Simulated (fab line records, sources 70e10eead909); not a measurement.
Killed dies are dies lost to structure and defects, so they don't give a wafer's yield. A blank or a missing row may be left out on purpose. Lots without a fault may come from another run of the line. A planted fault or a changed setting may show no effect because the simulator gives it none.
fab line records | flow nand_harc
record lots=13 wafers=39 last_day=34
route steps=1302 shown A_M1@1189
lots that met no fault: from a run of the same line without faults
start_h: hours from the record's first day to the start of the lot's first wafer shown | wait_h: hours since the lot's step before | " the same as in the row above | L1.1+2: a row that stands for several wafers | - no value, or no start given | * or withheld: withheld | < > ~ a bound
route shown NAME@n: a module of which the file shows steps, and the number in the route of the first | usual: mean/standard deviation of fault-free wafers | same: alike in all rows | chamber/n: place in a boat | sites: the reading at each site | _std_site: their standard deviation | _edge_site: outer sites' mean less inner sites' | radius_mm: how far each site lies from the wafer's centre | mask NAME#n: copy n | behind: the tool/chamber that last shaped the wafer | hold: why the lot was held/for how many hours/how that ended | device: the transistor (n, p or np) that didn't switch | end of line: the same wafers' tests at the end of the route | a step without rows: its recipe alone | killed: dies lost to structure and defects at the first sort, not the wafer's yield | map: a wafer's dies, x killed, . not, _ none there
set.NAME: the setting as run; set.NAME@STEP: as run at that earlier step | model.NAME: the simulator's own value behind a step, which no gauge read
steps of the route over a sample of lots; a table a step, a row a wafer
services: from which hour (start_h, from the record's first day; less than 0 if before it) a tool's chamber was out of use, for how many hours, and why
## steps
# step NHARC_A_M1_DEGAS_29
# recipe temp_c=250 time_s=60
# usual heater_power_w=328/38
# columns lot.wafer tool chamber start_h wait_h heater_power_w
L809.1 pvd_sputter-03 - 541.71 - 361
L809.5 " - " " 319
L809.6 " - " " 386
L808.1 pvd_sputter-02 - 545.86 - 330
L808.4 " - " " 303
L808.6 " - " " 309
L810.1 pvd_sputter-01 - 557.21 - 262
L810.6 " - " " 258
L810.5 " - " " 304
L812.2 pvd_sputter-03 - 562.72 - 368
L812.3 " - " " 303
L812.6 " - " " 312
L813.1 pvd_sputter-03 - 579.25 - 320
L813.2 " - " " 367
L813.6 " - " " 331
L815.2 pvd_sputter-01 - 603.99 - 340
L815.3 " - " " 303
L815.6 " - " " 352
L814.1 pvd_sputter-01 - 619.54 - 376
L814.3 " - " " 247
L814.5 " - " " 345
L817.1 pvd_sputter-02 - 637.67 - 342
L817.2 " - " " 314
L817.6 " - " " 347
L821.1 pvd_sputter-01 - 670.11 - 376
L821.6 " - " " 246
L821.5 " - " " 304
L827.4 pvd_sputter-01 - 720.69 - 248
L827.1 " - " " 312
L827.5 " - " " 302
L826.1 pvd_sputter-02 - 722.38 - 324
L826.4 " - " " 344
L826.3 " - " " 354
L829.2 pvd_sputter-02 - 753.19 - 323
L829.3 " - " " 351
L829.6 " - " " 334
L830.3 pvd_sputter-02 - 776.75 - 358
L830.5 " - " " 296
L830.6 " - " " 350
# step NHARC_A_M1_PRE_CLEAN_30
# recipe time_s=30 temp_c=280 gas=H2/He
# usual heater_power_w=404/50
# columns lot.wafer tool chamber start_h wait_h heater_power_w
L809.1 pvd_sputter-03 - - - 467
L809.5 " - " " 386
L809.6 " - " " 460
L808.4 pvd_sputter-02 - - - 437
L808.1 " - " " 413
L808.6 " - " " 443
L810.1 pvd_sputter-01 - - - 390
L810.6 " - " " 485
L810.5 " - " " 321
L812.2 pvd_sputter-03 - - - 474
L812.3 " - " " 453
L812.6 " - " " 473
L813.2 pvd_sputter-03 - - - 376
L813.1 " - " " 470
L813.6 " - " " 375
L815.2 pvd_sputter-01 - - - 382
L815.3 " - " " 438
L815.6 " - " " 429
L814.3 pvd_sputter-01 - - - 307
L814.1 " - " " 385
L814.5 " - " " 293
L817.1 pvd_sputter-02 - - - 379
L817.2 " - " " 407
L817.6 " - " " 434
L821.1 pvd_sputter-01 - - - 304
L821.6 " - " " 305
L821.5 " - " " 383
L827.1 pvd_sputter-01 - - - 412
L827.4 " - " " 298
L827.5 " - " " 435
L826.3 pvd_sputter-02 - - - 353
L826.1 " - " " 428
L826.4 " - " " 397
L829.3 pvd_sputter-02 - - - 430
L829.2 " - " " 420
L829.6 " - " " 423
L830.3 pvd_sputter-02 - - - 374
L830.5 " - " " 402
L830.6 " - " " 361
# step NHARC_A_M1_ECD_22
# recipe target_thk_a=4000 bath_temp_c=25 material=Cu
# columns lot.wafer tool chamber start_h wait_h
L809.1+6+5 ecd_cu-02 1,0,1 542.14 -
L808.1+4+6 ecd_cu-01 1 546.22 -
L810.1+6+5 ecd_cu-01 0,1,0 557.62 -
L812.2+3+6 ecd_cu-02 1 563.13 -
L813.1+2+6 ecd_cu-02 0,1,0 579.62 -
L815.2+3+6 ecd_cu-01 1,0,0 604.40 -
L814.1+3+5 ecd_cu-01 1,1,0 619.94 -
L817.1+2+6 ecd_cu-02 0,1,0 638.01 -
L821.1+6+5 ecd_cu-01 1,1,0 670.48 -
L827.1+4+5 ecd_cu-02 1 721.07 -
L826.1+3+4 ecd_cu-02 0,0,1 722.73 -
L829.2+3+6 ecd_cu-01 1 753.55 -
L830.3+6+5 ecd_cu-01 0,0,1 777.20 -
# step NHARC_A_M1_CMP_23
# recipe t_overpolish_s=20 target_thk_nm=154.34
# usual motor_current_A=11.9/0.97 time_to_endpoint_s=28.0/2.3
# columns lot.wafer tool chamber start_h wait_h motor_current_A time_to_endpoint_s
L809.1 cmp-01 2 542.97 - 10.2 26.1
L809.6 " 3 " " 11.7 27.0
L809.5 " 0 " " 12.0 26.3
L808.4 cmp-03 3 547.01 - 11.4 29.5
L808.1 " 1 " " 11.1 27.7
L808.6 " 2 " " 11.6 25.1
L810.1 cmp-01 3 558.62 - 11.5 24.2
L810.6 " 2 " " 9.9 27.0
L810.5 " 3 " " 10.9 24.7
L812.2 cmp-03 3 563.83 - 11.6 29.3
L812.3 " 1 " " 11.3 27.7
L812.6 " 2 " " 12.1 27.2
L813.1 cmp-04 3 580.34 - 12.1 28.9
L813.2 " 0 " " 13.0 33.9
L813.6 " 0 " " 13.1 36.6
L815.3 cmp-01 0 605.08 - 11.8 27.0
L815.2 " 2 " " 10.3 27.5
L815.6 " 1 " " 12.5 28.2
L814.3 cmp-04 2 620.64 - 13.7 28.1
L814.1 " 3 " " 11.9 27.8
L814.5 " 2 " " 13.5 30.6
L817.2 cmp-04 2 638.74 - 13.8 28.7
L817.1 " 3 " " 11.4 28.3
L817.6 " 3 " " 12.0 27.6
L821.1 cmp-01 2 671.23 - 10.4 26.4
L821.5 " 1 " " 12.0 27.5
L821.6 " 2 " " 10.2 27.2
L827.4 cmp-01 3 721.83 - 11.9 29.8
L827.1 " 0 " " 11.9 41.8
L827.5 " 3 " " 10.8 39.9
L826.1 cmp-03 2 723.46 - 11.5 38.9
L826.4 " 0 " " 10.8 27.8
L826.3 " 1 " " 11.1 32.6
L829.3 cmp-01 3 754.32 - 11.6 25.2
L829.2 " 0 " " 11.9 24.9
L829.6 " 2 " " 10.1 27.1
L830.3 cmp-04 2 777.91 - 13.9 27.5
L830.6 " 3 " " 12.0 26.9
L830.5 " 0 " " 12.4 31.5
# step NHARC_A_M1_THK_MEAS_24
# recipe thk_meas_gauge=xrf
# usual thk_nm=154.4/1.6
# columns lot.wafer tool chamber start_h wait_h thk_nm
L809.1 film_metro-02 - 543.20 - 152.9
L809.5 " - " " 155.3
L809.6 " - " " 155.4
L808.1 film_metro-01 - 547.29 - 154.5
L808.4 " - " " 153.4
L808.6 " - " " 150.6
L810.1 film_metro-01 - 558.91 - 153.0
L810.5 " - " " 154.6
L810.6 " - " " 154.7
L812.2 film_metro-02 - 564.12 - 155.5
L812.3 " - " " 157.2
L812.6 " - " " 153.0
L813.1 film_metro-02 - 580.65 - 155.6
L813.2 " - " " 157.3
L813.6 " - " " 156.3
L815.2 film_metro-01 - 605.39 - 155.4
L815.3 " - " " 154.2
L815.6 " - " " 153.7
L814.1 film_metro-01 - 620.93 - 154.9
L814.3 " - " " 156.6
L814.5 " - " " 154.6
L817.1 film_metro-01 - 639.05 - 154.7
L817.2 " - " " 152.5
L817.6 " - " " 153.4
L821.1 film_metro-02 - 671.51 - 151.1
L821.5 " - " " 154.9
L821.6 " - " " 152.7
L827.1 film_metro-02 - 722.11 - 154.1
L827.4 " - " " 152.4
L827.5 " - " " 154.1
L826.1 film_metro-01 - 723.77 - 155.3
L826.3 " - " " 154.5
L826.4 " - " " 154.2
L829.2 film_metro-02 - 754.58 - 153.7
L829.3 " - " " 154.7
L829.6 " - " " 153.5
L830.3 film_metro-02 - 778.14 - 155.5
L830.5 " - " " 153.8
L830.6 " - " " 152.6
## services
# columns tool chamber start_h hours kind
pvd_sputter-01 - 519.07 3.4 repair
pvd_sputter-03 - 526.44 10.0 pm
cmp-01 - 533.89 2.3 repair
cmp-01 - 577.50 4.0 pm
pvd_sputter-01 - 582.07 10.0 pm
ecd_cu-02 - 590.95 0.9 repair
cmp-04 - 593.68 0.4 repair
ecd_cu-02 - 598.98 8.0 pm
pvd_sputter-03 - 603.94 1.4 repair
cmp-04 - 606.84 0.4 repair
cmp-01 - 614.27 1.3 repair
pvd_sputter-02 - 638.04 10.0 pm
ecd_cu-02 - 669.67 2.2 repair
cmp-01 - 675.50 4.0 pm
ecd_cu-02 - 681.47 1.0 repair
ecd_cu-01 - 688.00 8.0 pm
ecd_cu-02 - 697.27 2.3 repair
pvd_sputter-03 - 704.44 10.0 pm
ecd_cu-02 - 745.75 0.4 repair
ecd_cu-01 - 757.45 2.7 repair
pvd_sputter-01 - 760.07 10.0 pm
pvd_sputter-03 - 762.56 12.1 repair
cmp-01 - 773.50 4.0 pm
ecd_cu-02 - 774.98 8.0 pm
## key
first_sign step=NHARC_A_M1_CMP_23 reading=time_to_endpoint_s direction=up sigmas=5.4 usual=* struck=*
effect none on later readings
met_at NHARC_A_M1_ECD_22
struck_lots L826,L827
struck_wafers L826.1,L827.1,L827.5
not_acting_at NHARC_A_M1_DEGAS_29,NHARC_A_M1_PRE_CLEAN_30,NHARC_A_M1_THK_MEAS_24
onset_between 638.01 721.07
fault kind=process_parameter_drift tool=ecd_cu-02 chamber=- onset_h=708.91 steps=NHARC_A_M1_ECD_22 channel=target_thk_a offset=* shape=step end_h=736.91 scope=struck_wafers_only acts_in=* stated=*
